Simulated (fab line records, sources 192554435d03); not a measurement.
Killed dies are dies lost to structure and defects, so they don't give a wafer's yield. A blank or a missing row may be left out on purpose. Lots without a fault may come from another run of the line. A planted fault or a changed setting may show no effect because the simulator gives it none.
fab line records | flow n5_finfet
record lots=7 wafers=21
route steps=1938 shown BEOL_M14@1718 BEOL_M15@1820 PASS1_CAP@1873 PASSIVATION@1901
start_h: hours from the record's first day to the start of the lot's first wafer shown | wait_h: hours since the lot's step before | " the same as in the row above | L1.1+2: a row that stands for several wafers | - no value, or no start given | * or withheld: withheld | < > ~ a bound
route shown NAME@n: a module of which the file shows steps, and the number in the route of the first | usual: mean/standard deviation of fault-free wafers | same: alike in all rows | chamber/n: place in a boat | sites: the reading at each site | _std_site: their standard deviation | _edge_site: outer sites' mean less inner sites' | radius_mm: how far each site lies from the wafer's centre | mask NAME#n: copy n | behind: the tool/chamber that last shaped the wafer | hold: why the lot was held/for how many hours/how that ended | device: the transistor (n, p or np) that didn't switch | end of line: the same wafers' tests at the end of the route | a step without rows: its recipe alone | killed: dies lost to structure and defects at the first sort, not the wafer's yield | map: a wafer's dies, x killed, . not, _ none there
set.NAME: the setting as run; set.NAME@STEP: as run at that earlier step | model.NAME: the simulator's own value behind a step, which no gauge read
lots whose settings were changed on purpose; a table a step, a row a wafer
## steps
# step N5_BEOL_M14_COAT_58
# recipe resist=BARC temp_c=205 time_s=60 spin_rpm=1500 resist_thk_nm=89
# columns lot.wafer tool chamber start_h wait_h set.spin_rpm model.BARC_of_BEOL_M14_COAT_58.thk_nm
L076.3+4+6 litho_track-05 0 256.95 0.0 1500 89.2
L079.1+6 litho_track-02 0 257.07 0.0 1500 89
L079.4 " 0 " " 1500 88.8
L086.1+2 litho_track-02 0 328.16 0.0 1500 88.8
L086.3 " 0 " " 1500 89
L091.1+4 litho_track-03 0 362.05 0.0 1558 87.2
L091.2 " 0 " " 1500 89
L094.1+2 litho_track-03 0 366.70 0.0 1544 88
L094.6 " 0 " " 1500 89.4
L092.2+4+6 litho_track-05 0 385.07 0.0 1500 89.2
L096.1+2 litho_track-05 0 396.32 0.0 1500 89.4
L096.6 " 0 " " 1623 85.8
# step N5_BEOL_M14_COAT_04
# recipe spin_rpm=1704 resist_thk_nm=800
# step N5_BEOL_M14_EBR_06
# recipe solvent=PGMEA ebr_width_mm=1.5
# step N5_BEOL_M14_DESCUM_15
# recipe chemistry=O2 time_s=7.9 source_power_w=50 bias_power_w=20 pressure_mtorr=20 rf_frequency_hz=2.712e+07 temp_c=40 o2_flow_sccm=225
# step N5_BEOL_M14_ETCH_59
# recipe chemistry=N2/H2 target=BARC target_depth_a=890 overetch_a=267 time_s=67.9 ion_energy_ev=200 pressure_mtorr=30 source_w=840 bias_w=150 n2_flow_sccm=200 h2_flow_sccm=200
# columns lot.wafer tool chamber start_h wait_h set.spin_rpm@BEOL_M14_COAT_58 model.etch.depth_nm
L076.3 rie_diel-02 2 257.47 0.0 1500 89.24
L076.4 " 3 " " 1500 89.11
L076.6 " 0 " " 1500 89.23
L079.1 rie_diel-05 3 257.76 0.0 1500 88.96
L079.4 " 1 " " 1500 88.74
L079.6 " 0 " " 1500 88.92
L086.1 rie_diel-05 2 328.72 0.0 1500 88.83
L086.2 " 1 " " 1500 88.8
L086.3 " 0 " " 1500 89
L091.1 rie_diel-05 0 362.57 0.0 1558 87.25
L091.2 " 3 " " 1500 88.9
L091.4 " 2 " " 1558 87.23
L094.1 rie_diel-01 3 367.22 0.0 1544 87.91
L094.2 " 0 " " 1544 88.07
L094.6 " 0 " " 1500 89.35
L092.2 rie_diel-05 2 385.59 0.0 1500 89.24
L092.4 " 1 " " 1500 89.15
L092.6 " 1 " " 1500 89.11
L096.1 rie_diel-05 2 396.87 0.0 1500 89.42
L096.2 " 3 " " 1500 89.49
L096.6 " 0 " " 1623 85.76
# step N5_BEOL_M14_VIA_ETCH_16
# recipe chemistry=C4F8/O2/Ar target=SiO2 he_inner_torr=15 he_outer_torr=30 target_depth_a=12313 time_s=withheld ion_energy_ev=800 pressure_mtorr=20 source_w=1905 bias_w=2040 Ar_flow_sccm=400 C4F8_flow_sccm=16 O2_flow_sccm=12 ends=cleared
# columns lot.wafer tool chamber start_h wait_h set.temp_c@BEOL_M14_ILD_DEP_00 model.etch.depth_nm
L076.3 rie_diel-02 2 257.52 0.0 400 1119
L076.4 " 3 " " 407.2 1080
L076.6 " 0 " " 400 1120
L079.1 rie_diel-05 3 257.81 0.0 400 1098
L079.4 " 1 " " 400 1120
L079.6 " 0 " " 400 1113
L086.1 rie_diel-05 2 328.77 0.0 400 1122
L086.2 " 1 " " 400 1114
L086.3 " 0 " " 394.3 1142
L091.1 rie_diel-05 0 362.62 0.0 407.9 1019
L091.2 " 3 " " 400 1090
L091.4 " 2 " " 400 1125
L094.1 rie_diel-01 3 367.28 0.0 405.3 1050
L094.2 " 0 " " 400 1094
L094.6 " 0 " " 400 1103
L092.2 rie_diel-05 2 385.64 0.0 400 1101
L092.4 " 1 " " 393.9 1177
L092.6 " 1 " " 400 1112
L096.1 rie_diel-05 2 396.92 0.0 400 1131
L096.2 " 3 " " 403.8 1074
L096.6 " 0 " " 403.8 1084
# step N5_BEOL_M14_STRIP_63
# recipe chemistry=O2 power_w=600 temp_c=60 pressure_mtorr=30 rf_frequency_hz=6e+07 bias_power_w=0 overash_fraction=0.3 o2_flow_sccm=225
# step N5_BEOL_M14_STRIP_64
# recipe chemistry=O2 power_w=600 temp_c=60 pressure_mtorr=30 rf_frequency_hz=6e+07 bias_power_w=0 overash_fraction=0.3 o2_flow_sccm=225
# step N5_BEOL_M14_STRIP_37
# recipe chemistry=O2 power_w=600 temp_c=60 pressure_mtorr=30 rf_frequency_hz=6e+07 bias_power_w=0 overash_fraction=0.3 o2_flow_sccm=225
# step N5_BEOL_M14_ETCH_38
# recipe chemistry=CF4/N2 target=SiCN target_depth_a=1065 taper_deg=2 time_s=120.6 ion_energy_ev=150 mask_material=SiO2 pressure_mtorr=40 source_w=430 bias_w=70 Ar_flow_sccm=100 cf4_flow_sccm=60 n2_flow_sccm=60
# columns lot.wafer tool chamber start_h wait_h set.temp_c@BEOL_M14_ILD_DEP_00 model.SiO2_of_BEOL_M14_ILD_DEP_00.thk_nm
L076.3 rie_diel-05 0 - - 400 1050
L076.4 " 1 " " 407.2 1013
L076.6 " 3 " " 400 1055
L079.1 rie_diel-01 3 - - 400 1035
L079.4+6 " 0,2 " " 400 1053
L086.1 rie_diel-02 0 - - 400 1057
L086.2 " 2 " " 400 1051
L086.3 " 3 " " 394.3 1073
L091.1 rie_diel-02 3 - - 407.9 950.8
L091.2 " 2 " " 400 1028
L091.4 " 1 " " 400 1067
L094.1 rie_diel-02 2 - - 405.3 988.8
L094.2 " 3 " " 400 1026
L094.6 " 1 " " 400 1045
L092.2 rie_diel-02 2 - - 400 1038
L092.4 " 3 " " 393.9 1108
L092.6 " 3 " " 400 1043
L096.1 rie_diel-01 2 - - 400 1072
L096.2 " 0 " " 403.8 1008
L096.6 " 3 " " 403.8 1023
# step N5_BEOL_M15_SPUTTER_44
# recipe material=Ta target_thk_a=150 temp_c=50 bias_v=80 power_w=15000 chamber_pressure_pa=0.07 time_s=24.19
# columns lot.wafer tool chamber start_h wait_h set.time_s model.Ta_of_BEOL_M15_SPUTTER_44.thk_nm
L076.3 pvd_sputter-02 - 274.32 0.0 24.19 14.8
L076.4 " - " " 24.19 15
L076.6 " - " " 24.19 15.2
L079.1+4+6 pvd_sputter-01 - 274.57 0.0 24.19 14.6
L086.1 pvd_sputter-01 - 335.73 0.0 22.4 14.2
L086.2 " - " " 24.19 15
L086.3 " - " " 24.19 15.2
L091.1 pvd_sputter-03 - 373.62 0.0 24.19 15.2
L091.2 " - " " 24.19 14.8
L091.4 " - " " 21.68 13.6
L094.1 pvd_sputter-03 - 377.84 0.0 24.19 15
L094.2+6 " - " " 24.19 15.2
L092.2 pvd_sputter-02 - 394.17 0.0 24.19 14.6
L092.4 " - " " 27.63 16.8
L092.6 " - " " 24.19 14.8
L096.1 pvd_sputter-01 - 407.73 0.0 21.1 13
L096.2 " - " " 21.1 13.2
L096.6 " - " " 24.19 15
# step N5_PASSIVATION_PECVD_55
# recipe material=SiO2 target_thk_a=4000 temp_c=400 precursor=SiH4/N2O pressure_torr=2.7 rf_w=608 time_s=22.5
# columns lot.wafer tool chamber start_h wait_h set.time_s model.SiO2_of_PASSIVATION_PECVD_55.thk_nm
L076.3 pecvd-01 2 280.76 0.0 19.48 343.8
L076.4 " 1 " " 22.5 399.8
L076.6 " 2 " " 19.48 349.6
L079.1 pecvd-03 1 281.95 0.0 22.5 401.8
L079.4 " 2 " " 22.5 399
L079.6 " 0 " " 22.5 397.4
L086.1 pecvd-04 2 345.36 0.0 22.5 395.8
L086.2 " 0 " " 22.5 400.2
L086.3 " 1 " " 22.5 387.8
L091.1 pecvd-03 1 380.68 0.0 23.64 422.6
L091.2 " 2 " " 22.5 394.2
L091.4 " 0 " " 23.64 420.4
L094.1 pecvd-04 2 386.15 0.0 22.5 396.2
L094.2 " 0 " " 20.92 377.6
L094.6 " 0 " " 22.5 407.6
L092.2 pecvd-01 0 400.37 0.0 22.5 386.8
L092.4 " 1 " " 22.5 399.6
L092.6 " 2 " " 22.5 409
L096.1 pecvd-04 2 416.25 0.0 22.5 402.4
L096.2 " 0 " " 19.52 354.2
L096.6 " 2 " " 19.52 352.6
# step N5_PASSIVATION_EXPOSE_27
# recipe mask_id=PAD na=0.55 source_shape=conventional sigma_outer=0.8 polarization=unpolarized defocus_nm=0 dose_mj=32.3
# columns lot.wafer tool chamber start_h wait_h mask set.dose_mj
L076.3+4 krf_scanner-01 0 282.31 - PAD#0 32.3
L076.6 " 0 " " PAD#0 33.7
L079.1+4+6 krf_scanner-02 0 284.29 - PAD#0 32.3
L086.1+2+3 krf_scanner-01 0 348.09 - PAD#0 34.33
L091.1+2+4 krf_scanner-01 0 383.50 - PAD#0 31.39
L094.1+6 krf_scanner-01 0 389.22 - PAD#0 31.44
L094.2 " 0 " " PAD#0 32.3
L092.2+6 krf_scanner-01 0 402.51 - PAD#0 33.86
L092.4 " 0 " " PAD#0 32.3
L096.1+2 krf_scanner-01 0 418.98 - PAD#0 32.3
L096.6 " 0 " " PAD#0 33.86
# step N5_PASSIVATION_PEB_28
# recipe peb_temp_c=withheld peb_time_s=*
# step N5_PASSIVATION_DEVELOP_29
# recipe develop_time_s=60 rinse_liquid=diw dry=air_spin dev_temp_c=21
# step N5_PASSIVATION_HARDBAKE_31
# recipe temp_c=130 time_s=120
# step N5_PASSIVATION_CD_MEAS_30
# recipe target_cd_nm=4000 landing_energy_ev=500 detector=se_inlens polarity=opening
# usual cd_nm=4002.0/2.5
# columns lot.wafer tool chamber start_h wait_h set.dose_mj@PASSIVATION_EXPOSE_27 cd_nm
L076.3 cd_sem-01 0 282.48 - 32.3 3999.3
L076.4 " 0 " " 32.3 4005.4
L076.6 " 0 " " 33.7 4010.7
L079.1 cd_sem-01 0 284.47 - 32.3 4002.3
L079.4 " 0 " " 32.3 4000.5
L079.6 " 0 " " 32.3 4001.2
L086.1 cd_sem-02 0 348.27 - 34.33 4012.1
L086.2 " 0 " " 34.33 4010.3
L086.3 " 0 " " 34.33 4010.3
L091.1 cd_sem-02 0 383.67 - 31.39 3998.0
L091.2 " 0 " " 31.39 3998.5
L091.4 " 0 " " 31.39 3998.6
L094.1 cd_sem-02 0 389.40 - 31.44 3997.7
L094.2 " 0 " " 32.3 4001.9
L094.6 " 0 " " 31.44 4000.7
L092.2 cd_sem-01 0 402.68 - 33.86 4012.3
L092.4 " 0 " " 32.3 4003.6
L092.6 " 0 " " 33.86 4009.9
L096.1 cd_sem-01 0 419.15 - 32.3 3997.8
L096.2 " 0 " " 32.3 3999.5
L096.6 " 0 " " 33.86 4010.6
## key
split step=N5_BEOL_M14_COAT_58 setting=spin_rpm stated=1500 by=wafer
response step=N5_BEOL_M14_COAT_58 reading=model.BARC_of_BEOL_M14_COAT_58.thk_nm change=-0.447 per=1% r=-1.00
response step=N5_BEOL_M14_ETCH_59 reading=model.etch.depth_nm change=-0.449 per=1% r=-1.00
split step=N5_BEOL_M15_SPUTTER_44 setting=time_s stated=24.19 by=wafer
response step=N5_BEOL_M15_SPUTTER_44 reading=model.Ta_of_BEOL_M15_SPUTTER_44.thk_nm change=+0.143 per=1% r=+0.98
split step=N5_PASSIVATION_PECVD_55 setting=time_s stated=22.5 by=wafer
response step=N5_PASSIVATION_PECVD_55 reading=model.SiO2_of_PASSIVATION_PECVD_55.thk_nm change=+3.88 per=1% r=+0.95
split step=N5_PASSIVATION_EXPOSE_27 setting=dose_mj stated=32.3 by=wafer
response step=N5_PASSIVATION_CD_MEAS_30 reading=cd_nm change=+1.89 per=1% r=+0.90
split outside_this_file step=N5_BEOL_M14_ILD_DEP_00 setting=temp_c
# split outside_this_file: this setting was split too, and the file shows its column; the key of that split is in another file
